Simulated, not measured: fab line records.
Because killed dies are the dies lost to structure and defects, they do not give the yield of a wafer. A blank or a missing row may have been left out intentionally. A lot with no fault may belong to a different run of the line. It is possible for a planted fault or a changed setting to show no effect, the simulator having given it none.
fab line records	flow n5-finfet
[record] lots = 8	wafers = 24	last-day = 18
route steps=1938 shown SDB@363 DUMMY_REMOVAL@378 HKMG_FIN@406 BEOL_M4@1111
lots that met no fault: from a run of the same line without faults
start-h: hours from the record's opening day to when the first of the lot's shown wafers began	wait-h: hours from the lot's prior step to this one	" same as the row above	L1.1+2: a row that stands for several wafers	- no value present, or no start provided	* or withheld: withheld	< > ~ a bound
route shown NAME@n: a module of which the file shows steps, and the number in the route of the first	usual: mean/standard deviation of fault-free wafers	same: alike in all rows	chamber/n: place in a boat	sites: per-site readings	_std_site: standard deviation across them	_edge_site: mean of outer sites minus mean of inner sites	radius-mm: for every site, how far away it sits from the centre of the wafer	mask NAME#n: copy n	behind: tool/chamber where the wafer was last shaped	hold: reason for holding the lot/hours on hold/outcome of the hold	device: whichever transistor did not switch (one of n, p or np)	end of line: the tests these same wafers got at the end of their route	a step without rows: its recipe alone	killed: not the wafer's yield, but the dies lost to structure and defects at the first sort	map: shows each die of a wafer: x if killed, . if not, _ if none is there
set.NAME: the setting the step ran with; set.NAME@STEP: the setting that earlier step ran with	model.NAME: the simulator's own value behind a step, which no gauge read
steps of the route over a sample of lots; a table a step, a row a wafer
services: a tool's chamber out of use, with start hour (start-h, from the record's first day; less than 0 if before it), hours out, and reason
[[steps]]
[step N5_SDB_STRIP_21]
[recipe] chemistry = CF4	resist = SiARC	power-w = 300	bias-power-w = 75	pressure-mtorr = 50	cf4-flow-sccm = 150	rf-frequency-hz = 6e+07
[usual] drypump-motor-current-A = 5.8/0.47	oes-product-au = 0.77/0.087	rf-fwd-power-W = 292.8/0.99	rf-vpp-V = 271.2/1.6	showerhead-plenum-p-Torr = 1.79/0.053	throttle-valve-pct = 13.50/0.26
lot.wafer	tool	chamber	start-h	wait-h	drypump-motor-current-A	oes-product-au	rf-fwd-power-W	rf-hours-counter-h	rf-vpp-V	showerhead-plenum-p-Torr	throttle-valve-pct
L592.1	rie-diel-01	0	78.80	0.0	6.2	0.70	292.8	221	271.7	1.84	13.46
L592.3	"	2	"	"	5.6	0.79	292.1	134	270.2	1.79	13.26
L592.4	"	2	"	"	5.6	0.79	292.8	-	270.0	1.79	13.24
L596.1	rie-diel-01	2	101.91	0.0	5.6	0.77	292.0	146	269.0	1.79	13.28
L596.3	"	0	"	"	6.3	0.70	292.4	233	270.8	1.83	13.47
L596.5	"	1	"	"	5.9	0.93	292.4	-	271.2	1.76	13.25
L599.3	rie-diel-03	3	120.30	0.0	6.3	0.70	292.8	221	270.0	1.77	13.88
L599.5	"	1	"	"	5.8	0.73	293.8	-	273.5	1.85	13.55
L599.6	"	0	"	"	6.3	0.69	294.8	-	269.6	1.77	13.56
L600.2	rie-diel-02	0	131.56	0.0	5.4	0.80	292.9	91	272.3	1.80	13.14
L600.5	"	0	"	"	5.5	0.80	292.2	-	272.7	1.80	13.15
L600.6	"	1	"	"	4.8	0.69	292.2	-	269.5	1.71	13.58
L604.1	rie-diel-02	3	151.42	0.0	5.9	0.79	293.3	85	273.9	1.81	13.52
L604.2	"	2	"	"	5.6	0.96	291.5	6	271.1	1.84	13.62
L604.4	"	0	"	"	5.5	0.79	292.8	97	272.1	1.80	13.17
L606.3	rie-diel-03	1	161.34	0.0	5.8	0.71	293.4	195	271.9	1.85	13.58
L606.5	"	3	"	"	6.3	0.69	294.1	-	269.9	1.77	13.92
L606.6	"	2	"	"	6.4	0.72	291.9	-	269.1	1.71	13.56
L611.2	rie-diel-03	3	193.19	0.0	6.3	0.69	291.8	249	270.1	1.77	13.94
L611.4	"	3	"	"	6.3	0.69	293.4	-	272.1	1.77	13.95
L611.6	"	1	"	"	5.8	0.71	293.4	-	273.6	1.85	13.59
L613.1	rie-diel-02	2	201.78	0.0	5.6	0.91	293.9	21	272.0	1.83	13.68
L613.3	"	3	"	"	5.9	0.78	292.3	100	271.6	1.80	13.54
L613.5	"	2	"	"	5.6	0.91	292.9	-	272.7	1.84	13.67
[step N5_SDB_HM_OPEN_20]
[recipe] chemistry = CH3F/O2	target = SiNx	mask-material = SOC	target-depth-a = 240	stop-on = poly-Si	over-etch-frac = 0.4	ion-energy-ev = 120	pressure-mtorr = 30	source-w = 395	bias-w = 73	Ar_flow_sccm = 150	CH3F_flow_sccm = 30	O2_flow_sccm = 20
[usual] drypump-motor-current-A = 5.8/0.47	oes_f_703_au = 0.78/0.091	oes_o_777_au = 0.78/0.088	oes-product-au = 0.64/0.072	rf-fwd-power-W = 392.4/1.4	rf-vpp-V = 296.2/3	showerhead-plenum-p-Torr = 2.00/0.064	throttle-valve-pct = 16.26/0.25
lot.wafer	tool	chamber	start-h	wait-h	drypump-motor-current-A	oes_f_703_au	oes_o_777_au	oes-product-au	rf-fwd-power-W	rf-hours-counter-h	rf-vpp-V	showerhead-plenum-p-Torr	throttle-valve-pct
L592.1	rie-diel-01	0	78.82	0.0	6.2	0.73	0.71	0.58	392.8	221	292.8	2.06	16.17
L592.3	"	2	"	"	5.6	0.81	0.79	0.65	393.0	134	291.2	2.01	16.02
L592.4	"	2	"	"	5.6	0.80	0.80	0.65	392.9	-	292.4	2.01	16.01
L596.1	rie-diel-01	2	101.93	0.0	5.6	0.79	0.79	0.64	390.2	146	291.3	2.00	16.03
L596.3	"	0	"	"	6.2	0.71	0.70	0.58	393.5	233	292.8	2.06	16.21
L596.5	"	1	"	"	5.9	0.96	0.94	0.78	392.4	-	293.3	1.96	16.04
L599.3	rie-diel-03	3	120.32	0.0	6.3	0.72	0.73	0.58	393.9	221	294.6	1.99	16.65
L599.5	"	1	"	"	5.8	0.74	0.75	0.61	392.3	-	297.5	2.07	16.25
L599.6	"	0	"	"	6.3	0.68	0.68	0.58	395.0	-	297.6	1.97	16.22
L600.2	rie-diel-02	0	131.58	0.0	5.5	0.83	0.82	0.65	393.2	91	296.3	2.02	15.91
L600.5	"	0	"	"	5.5	0.83	0.81	0.67	391.5	-	295.9	2.02	15.92
L600.6	"	1	"	"	4.8	0.70	0.70	0.57	390.8	-	294.5	1.90	16.29
L604.1	rie-diel-02	3	151.44	0.0	5.9	0.80	0.80	0.64	390.5	85	299.7	2.03	16.32
L604.2	"	2	"	"	5.6	0.98	0.97	0.76	391.6	6	292.5	2.05	16.43
L604.4	"	0	"	"	5.5	0.82	0.81	0.65	394.8	97	295.9	2.02	15.92
L606.3	rie-diel-03	1	161.36	0.0	5.8	0.72	0.74	0.59	393.9	195	297.6	2.07	16.30
L606.5	"	3	"	"	6.3	0.71	0.72	0.58	392.4	-	293.2	1.98	16.69
L606.6	"	2	"	"	6.4	0.73	0.73	0.61	390.0	-	299.8	1.90	16.27
L611.2	rie-diel-03	3	193.21	0.0	6.3	0.70	0.70	0.57	392.3	249	294.8	1.98	16.72
L611.4	"	3	"	"	6.3	0.70	0.71	0.58	392.7	-	294.6	1.98	16.71
L611.6	"	1	"	"	5.8	0.72	0.72	0.59	394.0	-	297.6	2.06	16.33
L613.1	rie-diel-02	2	201.80	0.0	5.6	0.94	0.93	0.74	392.0	21	292.5	2.04	16.48
L613.3	"	3	"	"	5.8	0.79	0.79	0.63	393.5	100	298.1	2.02	16.39
L613.5	"	2	"	"	5.6	0.93	0.93	0.75	393.3	-	292.4	2.04	16.45
[step N5_DUMMY_REMOVAL_STRIP_10]
[recipe] chemistry = N2/H2	time-s = 40	power-w = 100	temp-c = 40	pressure-mtorr = 100	rf-frequency-hz = 6e+07	bias-power-w = 3	n2-flow-sccm = 300	h2-flow-sccm = 300
[usual] drypump-motor-current-A = 5.8/0.39	oes-product-au = 0.76/0.081	rf-vpp-V = 45.4/0.94	showerhead-plenum-p-Torr = 3.38/0.1	throttle-valve-pct = 12.27/0.24
lot.wafer	tool	chamber	start-h	wait-h	drypump-motor-current-A	oes-product-au	rf-hours-counter-h	rf-vpp-V	showerhead-plenum-p-Torr	throttle-valve-pct
L592.1	rie-diel-06	2	83.23	0.0	5.9	0.75	171	44.4	3.50	12.23
L592.3	"	0	"	"	5.8	0.72	212	44.8	3.49	12.23
L592.4	"	0	"	"	5.7	0.73	-	46.2	3.49	12.22
L596.1	rie-diel-05	2	105.78	0.0	5.1	0.90	28	45.1	3.43	11.88
L596.3	"	3	"	"	5.7	0.86	63	45.0	3.29	11.84
L596.5	"	1	"	"	5.5	0.73	-	45.6	3.23	12.37
L599.3	rie-diel-06	1	124.14	0.0	5.8	0.74	134	45.3	3.25	12.26
L599.5	"	0	"	"	5.7	0.71	-	45.7	3.48	12.26
L599.6	"	3	"	"	5.2	0.76	-	47.6	3.51	12.02
L600.2	rie-diel-06	0	135.26	0.0	5.8	0.70	228	44.1	3.48	12.25
L600.5	"	0	"	"	5.8	0.71	-	45.3	3.48	12.26
L600.6	"	1	"	"	5.8	0.75	-	45.0	3.25	12.29
L604.1	rie-diel-06	1	155.13	0.0	5.8	0.74	144	45.5	3.24	12.29
L604.2	"	2	"	"	5.9	0.73	193	46.4	3.49	12.30
L604.4	"	0	"	"	5.8	0.70	234	47.1	3.48	12.28
L606.3	rie-diel-06	2	165.27	0.0	5.9	0.72	195	46.6	3.48	12.30
L606.5	"	2	"	"	5.9	0.72	-	47.0	3.48	12.30
L606.6	"	3	"	"	5.2	0.75	-	45.0	3.51	12.05
L611.2	rie-diel-06	0	197.10	0.0	5.7	0.70	247	43.3	3.47	12.30
L611.4	"	3	"	"	5.2	0.75	168	45.9	3.50	12.08
L611.6	"	2	"	"	6.0	0.72	-	46.6	3.48	12.32
L613.1	rie-diel-04	2	205.89	0.0	6.6	0.95	9	45.5	3.30	12.07
L613.3	"	0	"	"	5.6	0.82	68	44.6	3.29	12.17
L613.5	"	2	"	"	6.6	0.95	-	44.3	3.29	12.08
[step N5_HKMG_FIN_ETCH_58]
[recipe] chemistry = N2/H2	target = SOC	target-depth-a = 2158	ion-energy-ev = 50	bias-w = 13	time-s = 741	pressure-mtorr = 30	source-w = 875	n2-flow-sccm = 200	h2-flow-sccm = 200
[usual] drypump-motor-current-A = 5.9/0.41	oes-product-au = 0.79/0.091	rf-fwd-power-W = 874.0/2.6	rf-vpp-V = 99.2/0.81	showerhead-plenum-p-Torr = 2.56/0.083	throttle-valve-pct = 17.66/0.23
lot.wafer	tool	chamber	start-h	wait-h	drypump-motor-current-A	oes-product-au	rf-fwd-power-W	rf-hours-counter-h	rf-vpp-V	showerhead-plenum-p-Torr	throttle-valve-pct
L592.1	rie-diel-02	3	85.08	0.0	5.9	0.84	872.5	60	98.4	2.58	17.69
L592.3	"	2	"	"	5.6	0.68	873.1	241	98.9	2.61	18.24
L592.4	"	1	"	"	4.8	0.72	873.9	196	99.0	2.43	17.77
L596.1	rie-diel-02	3	107.72	0.0	5.8	0.82	871.7	69	99.0	2.57	17.69
L596.3	"	2	"	"	5.6	0.68	872.3	250	98.2	2.60	18.27
L596.5	"	3	"	"	5.8	0.83	878.0	-	99.8	2.57	17.72
L599.3	rie-diel-02	0	126.00	0.0	5.5	0.82	874.7	90	99.8	2.57	17.44
L599.5	"	3	"	"	5.8	0.81	874.6	-	99.8	2.57	17.72
L599.6	"	1	"	"	4.9	0.71	876.5	-	99.7	2.42	17.78
L600.2	rie-diel-01	0	137.00	0.0	6.2	0.70	876.5	246	99.8	2.61	17.63
L600.5	"	0	"	"	6.2	0.68	870.7	-	101.1	2.61	17.64
L600.6	"	3	"	"	6.2	0.88	873.5	-	100.3	2.70	17.44
L604.1	rie-diel-02	2	156.98	0.0	5.6	0.97	876.0	8	99.5	2.60	17.85
L604.2	"	0	"	"	5.5	0.81	873.2	99	100.0	2.56	17.45
L604.4	"	3	"	"	5.9	0.81	875.4	86	98.8	2.57	17.73
L606.3	rie-diel-02	0	167.30	0.0	5.5	0.91	1086.0	103	91.4	2.56	17.45
L606.5	"	3	"	"	5.9	0.91	1085.8	-	91.5	2.57	17.73
L606.6	"	2	"	"	5.6	1.07	1087.6	-	93.5	2.60	17.86
L611.2	rie-diel-02	1	198.83	0.0	4.8	0.77	1087.7	236	90.2	2.41	17.84
L611.4	"	3	"	"	5.9	0.88	1082.2	99	90.8	2.56	17.75
L611.6	"	1	"	"	4.8	0.77	1086.0	-	92.3	2.41	17.84
L613.1	rie-diel-01	0	207.75	0.0	6.2	0.93	875.1	15	98.6	2.60	17.24
L613.3	"	2	"	"	5.6	0.75	876.8	189	99.2	2.53	17.59
L613.5	"	0	"	"	6.2	0.95	872.3	-	99.6	2.60	17.24
[step N5_BEOL_M4_RC_MEAS_101]
[usual] DIBL_N = 36.4/1.2	DIBL_P = 36.1/1.6	IOFF_N = 0.156/0.024	IOFF_P = 0.21/0.031	ION_N = 674/11	ION_P = 463/6.9	SS_N = 71.5/0.5	SS_P = 73.2/0.55	VT_N = 250.0/2.9	VT_P = -250/3.6
lot.wafer	tool	chamber	start-h	wait-h	DIBL_N[mV/V]	DIBL_P[mV/V]	IOFF_N[nA/um]	IOFF_P[nA/um]	ION_N[uA/um]	ION_P[uA/um]	SS_N[mV/dec]	SS_P[mV/dec]	VT_N[mV]	VT_P[mV]
L592.1	prober-01	0	173.74	0.0	37.3	38.3	0.181	0.23	680	469	72.1	73.3	247.3	-250
L592.3	"	0	"	"	38.7	39.4	0.208	0.24	684	464	72.1	73.8	244.2	-249
L592.4	"	0	"	"	36.8	37.6	0.167	0.21	674	459	72.4	73.3	247.0	-251
L596.1	prober-01	0	191.95	0.0	36.8	35.8	0.182	0.28	676	470	71.2	73.6	250.4	-245
L596.3	"	0	"	"	38.0	36.4	0.195	0.28	683	467	72.1	74.5	247.6	-242
L596.5	"	0	"	"	37.1	36.3	0.185	0.29	681	471	71.8	73.5	247.4	-243
L599.3	prober-02	0	222.35	0.3	39.1	38.8	0.219	0.26	698	476	72.2	73.5	243.5	-246
L599.5	"	0	"	"	37.1	35.5	0.158	0.21	676	466	71.5	73.5	249.8	-249
L599.6	"	0	"	"	38.8	38.1	0.207	0.25	698	471	71.7	73.9	244.3	-246
L600.2	prober-02	0	226.14	0.3	36.3	35.8	0.159	0.21	687	467	71.9	73.7	249.2	-251
L600.5	"	0	"	"	36.3	35.8	0.161	0.21	685	472	71.1	74.1	248.0	-251
L600.6	"	0	"	"	36.1	35.7	0.152	0.21	668	458	70.8	73.5	249.3	-250
L604.1	prober-02	0	243.90	0.0	36.6	35.0	0.154	0.19	681	463	71.8	73.3	252.5	-252
L604.2	"	0	"	"	35.8	34.9	0.151	0.18	684	460	71.6	73.0	249.4	-254
L604.4	"	0	"	"	34.6	33.3	0.127	0.17	665	452	71.5	73.3	253.1	-257
L606.3	prober-01	0	255.87	0.3	36.6	34.7	0.131	0.19	657	461	71.2	73.2	252.3	-251
L606.5	"	0	"	"	37.2	35.6	0.152	0.19	670	458	71.5	73.2	250.9	-251
L606.6	"	0	"	"	35.9	34.3	0.130	0.17	664	460	71.3	73.3	251.3	-252
L611.2	prober-02	0	300.99	0.2	37.2	36.8	0.152	0.20	674	464	71.7	72.6	251.9	-254
L611.4	"	0	"	"	35.7	34.9	0.127	0.18	669	462	71.3	72.5	253.1	-254
L611.6	"	0	"	"	36.0	34.9	0.134	0.18	681	464	71.2	72.6	253.8	-255
L613.1	prober-01	0	314.74	0.0	35.8	35.8	0.156	0.19	678	464	71.4	73.8	248.1	-253
L613.3	"	0	"	"	35.0	34.4	0.141	0.17	674	452	72.0	73.3	251.6	-255
L613.5	"	0	"	"	35.1	34.8	0.140	0.17	681	464	71.5	72.8	248.5	-254
[[services]]
tool	chamber	start-h	hours	kind
rie-diel-06	-	58.10	2.8	pm
rie-diel-01	2	64.49	1.4	repair
rie-diel-01	1	67.05	-	clean
rie-diel-01	1	67.05	-	consumable-replace:focus-ring
rie-diel-01	1	67.05	21.3	scheduled-down
rie-diel-01	1	67.05	21.3	vent-cycle
rie-diel-03	-	72.00	15.6	pm
rie-diel-06	3	81.36	10.5	repair
rie-diel-04	0	85.45	2.4	repair
rie-diel-05	0	105.22	2.4	repair
rie-diel-02	2	108.20	-	clean
rie-diel-02	2	108.20	-	consumable-replace:focus-ring
rie-diel-02	2	108.20	21.8	scheduled-down
rie-diel-02	2	108.20	21.8	vent-cycle
rie-diel-01	1	121.69	7.3	repair
rie-diel-01	0	144.08	-	clean
rie-diel-01	0	144.08	-	consumable-replace:focus-ring
rie-diel-05	0	149.24	2.4	repair
rie-diel-04	0	150.26	5.2	repair
rie-diel-02	3	152.96	1.8	repair
rie-diel-03	0	165.62	14.4	repair
rie-diel-01	1	172.82	7.6	repair
rie-diel-02	0	174.77	2.9	repair
rie-diel-06	1	175.19	8.7	repair
[[key]]
[first-sign] step = N5_HKMG_FIN_ETCH_58	reading = rf-fwd-power-W	direction = up	sigmas = 82	usual = *	struck = *
[effect] step = N5_HKMG_FIN_ETCH_58	reading = rf-vpp-V	direction = down	sigmas = 9.4	usual = 99.2	struck = 91.6
met-at N5_HKMG_FIN_ETCH_58
struck-lots L606,L611
not-acting-at N5_SDB_STRIP_21,N5_SDB_HM_OPEN_20,N5_DUMMY_REMOVAL_STRIP_10
onset-between 156.98 167.30
[fault] kind = process-parameter-drift	tool = rie-diel-02	chamber = -	onset-h = 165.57	steps = N5_HKMG_FIN_ETCH_58	channel = source-w	offset = 210	shape = step	end-h = 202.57	acts-in = these-recipes-only	stated = 875
